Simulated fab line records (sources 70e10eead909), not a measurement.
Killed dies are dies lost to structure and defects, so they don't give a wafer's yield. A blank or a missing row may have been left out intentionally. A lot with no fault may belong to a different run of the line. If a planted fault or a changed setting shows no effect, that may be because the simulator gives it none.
fab line records	flow nandHarc
record: lots: 13	wafers: 39	lastDay: 24
route steps=1159 shown P_CONTACT@219
lots that met no fault: from a run of the same line without faults
startH: start of the lot's first displayed wafer, in hours after the record's first day	waitH: how many hours have passed since the lot's step before this one	" the same as in the row above	L1.1+2: a single row standing in for several wafers	- no value present, or no start provided	* or withheld: withheld	< > ~ a bound
route shown NAME@n: a module of which the file shows steps, and the number in the route of the first	usual: average and standard deviation across the fault-free wafers	same: alike in all rows	chamber/n: place in a boat	sites: per-site readings	_std_site: the standard deviation of these	_edge_site: outer sites' mean less inner sites'	radiusMm: how far each site lies from the wafer's centre	mask NAME#n: copy n	behind: the last tool/chamber to shape the wafer	hold: the reason the lot was held/the length of the hold in hours/how it ended	device: which transistor (n, p or np) failed to switch	end of line: the tests these same wafers got at the end of their route	for a step that has no rows: nothing shown but its recipe	killed: not the wafer's yield, but the dies lost to structure and defects at the first sort	map: the dies of a wafer, with x for killed, . for not killed, _ for no die there
set.NAME: the setting that was run; set.NAME@STEP: the one run at that earlier step	model.NAME: the simulator's own value behind a step, which no gauge read
the route's steps for a sample of lots (tables are steps, rows are wafers)
services: the hour from which a tool's chamber was out of use, counted from the record's first day as startH (under 0 if before that day), plus the number of hours and why
== steps ==
step: NHARC_P_CONTACT_CMP_01
recipe: targetThkNm: 200	material: SiO2
usual: edgeZonePressureFrac: 1.001/0.0045	motorCurrentA: 12.2/1.4
lot.wafer	tool	chamber	startH	waitH	edgeZonePressureFrac	motorCurrentA
L499.1	cmp-03	3	112.29	-	0.997	10.5
L499.4	"	1	"	"	0.998	13.7
L499.6	"	3	"	"	0.994	11.7
L501.1	cmp-04	0	124.50	-	1.005	11.4
L501.3	"	3	"	"	0.994	12.3
L501.5	"	1	"	"	1.002	10.9
L503.4	cmp-04	0	132.99	-	0.998	11.4
L503.2	"	1	"	"	1.000	11.0
L503.5	"	0	"	"	1.001	11.6
L505.3	cmp-03	0	145.28	-	1.001	12.6
L505.1	"	2	"	"	1.007	12.9
L505.5	"	1	"	"	0.994	15.3
L506.2	cmp-03	0	146.58	-	0.999	12.7
L506.3	"	2	"	"	0.999	13.4
L506.5	"	1	"	"	0.998	14.4
L508.2	cmp-04	1	160.02	-	1.005	10.8
L508.4	"	2	"	"	0.996	11.0
L508.6	"	0	"	"	1.006	12.0
L509.2	cmp-03	2	160.32	-	0.999	13.4
L509.4	"	1	"	"	0.998	14.2
L509.6	"	3	"	"	0.996	11.6
L507.1	cmp-02	2	162.77	-	1.004	11.1
L507.4	"	0	"	"	0.994	13.5
L507.5	"	3	"	"	0.999	11.7
L510.4	cmp-04	3	188.64	-	1.001	11.8
L510.5	"	0	"	"	1.006	11.9
L510.6	"	1	"	"	0.993	11.2
L512.2	cmp-02	2	189.26	-	1.001	10.7
L512.1	"	3	"	"	1.006	11.8
L512.4	"	0	"	"	1.006	13.9
L511.4	cmp-03	1	189.95	-	1.001	14.4
L511.2	"	3	"	"	1.006	11.7
L511.6	"	1	"	"	1.005	15.1
L521.3	cmp-04	0	242.67	-	0.999	11.3
L521.6	"	3	"	"	1.003	11.4
L521.5	"	0	"	"	0.994	11.1
L522.2	cmp-03	2	246.97	-	1.005	12.0
L522.1	"	0	"	"	1.008	13.2
L522.4	"	1	"	"	1.015	15.0
step: NHARC_P_CONTACT_OVL_MEAS_13
usual: overlayXNm: -0.1/0.8	overlayYNm: 0.1/0.81
lot.wafer	tool	chamber	startH	waitH	overlayXNm	overlayYNm
L499.1	overlay-02	-	113.06	-	1.1	-0.3
L499.4	"	-	"	"	1.2	0.1
L499.6	"	-	"	"	1.7	0.2
L501.1	overlay-02	-	125.45	-	-0.8	0.2
L501.3	"	-	"	"	-1.5	-0.1
L501.5	"	-	"	"	-1.4	0.1
L503.2	overlay-02	-	133.92	-	0.5	-0.2
L503.4	"	-	"	"	0.2	0.4
L503.5	"	-	"	"	0.4	0.0
L505.1	overlay-01	-	146.11	-	-0.4	-0.1
L505.3	"	-	"	"	-0.2	-0.2
L505.5	"	-	"	"	-1.1	0.0
L506.2	overlay-02	-	147.50	-	0.7	-0.6
L506.3	"	-	"	"	1.1	-0.4
L506.5	"	-	"	"	0.6	-0.5
L508.2	overlay-01	-	160.78	-	-0.2	1.4
L508.4	"	-	"	"	-1.0	1.1
L508.6	"	-	"	"	-0.3	1.3
L509.2	overlay-02	-	161.25	-	0.9	1.6
L509.4	"	-	"	"	1.0	0.9
L509.6	"	-	"	"	0.8	0.4
L507.1	overlay-02	-	163.69	-	-0.3	1.3
L507.4	"	-	"	"	-0.5	1.6
L507.5	"	-	"	"	-0.3	1.5
L510.4	overlay-02	-	189.36	-	-0.4	0.8
L510.5	"	-	"	"	-0.5	1.1
L510.6	"	-	"	"	-0.3	0.5
L512.1	overlay-01	-	190.15	-	0.3	-0.1
L512.2	"	-	"	"	-0.2	-0.3
L512.4	"	-	"	"	0.4	0.1
L511.2	overlay-02	-	190.87	-	-0.2	-1.3
L511.4	"	-	"	"	0.4	-1.4
L511.6	"	-	"	"	0.4	-1.3
L521.3	overlay-01	-	243.44	-	0.9	-1.1
L521.5	"	-	"	"	0.6	-0.7
L521.6	"	-	"	"	1.1	-0.9
L522.1	overlay-01	-	247.89	-	-0.4	-0.1
L522.2	"	-	"	"	-0.7	-1.1
L522.4	"	-	"	"	-0.6	-0.4
step: NHARC_P_CONTACT_DEGAS_38
recipe: tempC: 300	timeS: 60
usual: heaterPowerW: 454/60
lot.wafer	tool	chamber	startH	waitH	heaterPowerW
L499.1	pvdSputter-03	-	114.84	-	530
L499.4	"	-	"	"	406
L499.6	"	-	"	"	530
L501.1	pvdSputter-03	-	127.13	-	526
L501.3	"	-	"	"	407
L501.5	"	-	"	"	520
L503.4	pvdSputter-01	-	135.68	-	446
L503.2	"	-	"	"	435
L503.5	"	-	"	"	496
L505.1	pvdSputter-02	-	147.80	-	456
L505.3	"	-	"	"	430
L505.5	"	-	"	"	480
L506.2	pvdSputter-02	-	149.18	-	423
L506.3	"	-	"	"	485
L506.5	"	-	"	"	505
L508.2	pvdSputter-02	-	162.47	-	476
L508.4	"	-	"	"	345
L508.6	"	-	"	"	484
L509.2	pvdSputter-03	-	162.96	-	501
L509.4	"	-	"	"	412
L509.6	"	-	"	"	530
L507.1	pvdSputter-03	-	165.37	-	536
L507.4	"	-	"	"	516
L507.5	"	-	"	"	502
L510.4	pvdSputter-03	-	191.05	-	501
L510.6	"	-	"	"	529
L510.5	"	-	"	"	502
L512.2	pvdSputter-02	-	192.02	-	425
L512.1	"	-	"	"	508
L512.4	"	-	"	"	481
L511.4	pvdSputter-02	-	192.58	-	499
L511.2	"	-	"	"	466
L511.6	"	-	"	"	412
L521.3	pvdSputter-02	-	245.18	-	488
L521.5	"	-	"	"	470
L521.6	"	-	"	"	342
L522.2	pvdSputter-02	-	249.75	-	344
L522.1	"	-	"	"	496
L522.4	"	-	"	"	473
step: NHARC_P_CONTACT_CVD_23
recipe: targetThkA: 2000	tempC: 300	pressureTorr: 40	wf6FlowSccm: 40	h2FlowSccm: 1600	arFlowSccm: 1560	timeS: 557	material: W
usual: heaterPowerW: 465/44	mfcH2Sccm: 1600/4.8	throttleValvePct: 8.0/0.4
lot.wafer	tool	chamber	startH	waitH	heaterPowerW	mfcH2Sccm	throttleValvePct
L499.1	cvdW-02	1	123.25	-	396	1594	8.4
L499.4	"	1	"	"	392	1592	8.4
L499.6	"	0	"	"	460	1596	7.9
L501.1	cvdW-01	1	130.15	-	460	1591	7.4
L501.3	"	1	"	"	457	1594	7.3
L501.5	"	1	"	"	456	1602	7.7
L503.2	cvdW-02	1	137.79	-	401	1590	8.3
L503.4	"	1	"	"	402	1597	8.4
L503.5	"	1	"	"	398	1604	8.5
L505.1	cvdW-02	0	152.83	-	480	1596	7.6
L505.3	"	0	"	"	454	1603	7.6
L505.5	"	0	"	"	477	1597	7.9
L506.2	cvdW-02	0	153.29	-	479	1595	7.9
L506.3	"	0	"	"	475	1597	7.7
L506.5	"	0	"	"	479	1599	7.8
L508.2	cvdW-01	1	163.26	-	459	1601	7.4
L508.4	"	1	"	"	458	1599	7.2
L508.6	"	1	"	"	456	1599	7.6
L509.2	cvdW-01	0	163.81	-	512	1593	8.2
L509.4	"	0	"	"	509	1599	8.2
L509.6	"	0	"	"	504	1598	7.9
L507.1	cvdW-01	1	165.82	-	461	1592	7.5
L507.4	"	1	"	"	464	1603	7.8
L507.5	"	1	"	"	474	1603	7.5
L510.4	cvdW-01	1	193.66	-	463	1605	7.7
L510.6	"	0	"	"	517	1607	8.2
L510.5	"	1	"	"	454	1601	7.9
L512.2	cvdW-01	1	193.93	-	456	1588	7.6
L512.1	"	0	"	"	516	1598	8.2
L512.4	"	0	"	"	520	1601	7.9
L511.2	cvdW-01	1	194.55	-	468	1605	7.6
L511.4	"	1	"	"	456	1608	7.8
L511.6	"	0	"	"	504	1597	8.6
L521.3	cvdW-02	0	245.84	-	464	1591	7.9
L521.6	"	0	"	"	458	1605	7.9
L521.5	"	1	"	"	383	1601	8.7
L522.1	cvdW-02	1	250.20	-	376	1606	8.4
L522.2	"	0	"	"	461	1602	7.8
L522.4	"	0	"	"	462	1599	7.5
step: NHARC_P_CONTACT_CMP_24
recipe: tOverpolishS: 30	targetThkNm: 200
usual: edgeZonePressureFrac: 1.000/0.0051	motorCurrentA: 11.8/1.4	overpolishRunS: 30.000/0.0091	timeToEndpointS: 40/3.2
lot.wafer	tool	chamber	startH	waitH	edgeZonePressureFrac	motorCurrentA	overpolishRunS	timeToEndpointS
L499.4	cmp-03	3	123.92	0.4	1.000	11.2	30.013	44
L499.1	"	0	"	"	1.000	12.7	29.991	39
L499.6	"	2	"	"	1.003	12.8	30.005	36
L501.1	cmp-04	2	130.80	0.6	0.998	10.3	29.995	48
L501.3	"	0	"	"	1.002	11.9	29.989	42
L501.5	"	2	"	"	0.997	10.3	29.994	49
L503.2	cmp-04	3	138.36	0.5	0.995	11.8	30.008	41
L503.4	"	0	"	"	1.000	12.0	29.999	41
L503.5	"	0	"	"	1.007	11.9	29.999	40
L505.3	cmp-03	3	153.47	0.4	1.010	11.6	29.996	42
L505.1	"	0	"	"	1.005	12.5	29.996	39
L505.5	"	2	"	"	1.004	12.8	29.992	37
L506.3	cmp-02	1	153.94	0.4	1.002	8.8	30.009	38
L506.2	"	0	"	"	0.994	13.9	30.010	40
L506.5	"	2	"	"	0.995	11.0	29.995	36
L508.2	cmp-04	1	163.99	0.6	1.005	11.0	30.015	41
L508.4	"	2	"	"	0.998	10.7	30.008	43
L508.6	"	3	"	"	0.992	11.7	30.010	41
L509.4	cmp-02	2	164.48	0.4	0.996	10.6	30.007	37
L509.2	"	1	"	"	0.998	8.9	29.995	36
L509.6	"	3	"	"	0.998	12.2	30.000	36
L507.4	cmp-02	2	166.50	0.4	1.004	11.1	30.017	35
L507.1	"	3	"	"	0.991	11.2	29.983	36
L507.5	"	1	"	"	1.000	9.3	30.018	35
L510.4	cmp-04	2	194.11	0.4	1.003	10.5	30.004	67
L510.6	"	3	"	"	1.011	11.6	29.999	41
L510.5	"	0	"	"	1.000	11.4	29.988	42
L512.1	cmp-04	3	194.60	0.5	1.004	11.8	29.990	42
L512.4	"	0	"	"	1.006	11.5	29.999	64
L512.2	"	1	"	"	0.999	11.8	29.998	67
L511.4	cmp-03	3	195.11	0.3	0.999	12.1	29.999	73
L511.2	"	0	"	"	0.997	12.3	29.990	66
L511.6	"	0	"	"	1.000	13.5	29.985	44
L521.3	cmp-02	2	246.39	0.5	0.999	10.8	30.005	37
L521.6	"	3	"	"	1.003	11.5	30.008	40
L521.5	"	0	"	"	1.004	13.8	30.009	42
L522.2	cmp-02	1	250.86	0.5	1.004	9.6	29.977	36
L522.1	"	2	"	"	0.997	10.8	29.993	38
L522.4	"	0	"	"	0.993	13.2	30.003	40
== services ==
tool	chamber	startH	hours	kind
pvdSputter-01	-	90.61	9.8	repair
pvdSputter-03	-	102.00	10.0	pm
cmp-04	-	105.00	4.0	pm
cmp-04	-	109.00	-	consumableReplace:conditioner
cmp-04	-	109.00	-	consumableReplace:pad
cvdW-01	-	111.46	13.0	pm
cmp-04	-	114.87	1.1	repair
cmp-02	-	128.50	4.0	pm
cvdW-01	-	134.41	2.6	repair
cmp-04	-	141.22	0.3	repair
cmp-03	-	157.67	0.6	repair
pvdSputter-01	-	158.01	10.0	pm
cmp-03	-	161.98	4.0	pm
pvdSputter-01	-	169.99	10.7	repair
cmp-03	-	172.53	1.9	repair
pvdSputter-02	-	174.14	7.8	repair
pvdSputter-01	-	184.48	9.0	repair
cmp-04	-	192.83	1.1	repair
cvdW-02	-	196.19	13.0	pm
cmp-04	-	203.00	4.0	pm
pvdSputter-02	-	214.01	10.0	pm
cvdW-02	-	226.23	4.0	repair
cmp-02	-	226.50	4.0	pm
pvdSputter-03	-	243.63	3.9	repair
== key ==
firstSign: step: NHARC_P_CONTACT_CMP_24	reading: timeToEndpointS	direction: up	sigmas: 8.5	usual: *	struck: *
effect none on later readings
metAt NHARC_P_CONTACT_CVD_23
struckLots L510,L511,L512
struckWafers L510.4,L511.2,L511.4,L512.2,L512.4
testerLeftOut L510,L511,L512
notActingAt NHARC_P_CONTACT_CMP_01,NHARC_P_CONTACT_OVL_MEAS_13,NHARC_P_CONTACT_DEGAS_38
onsetBetween 165.82 193.66
fault: kind: processParameterDrift	tool: cvdW-01	chamber: -	onsetH: 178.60	steps: NHARC_P_CONTACT_CVD_23	channel: targetThkA	offset: *	shape: step	endH: 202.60	scope: struckWafersOnly	actsIn: *	stated: *
testerLeftOut: of these lots the tester's yield and bins aren't shown, on N5 and GAA mostly nor the transistor test; their killed dies are dies lost to structure and defects alone, not to doping, threshold or leakage, so they don't give the yield
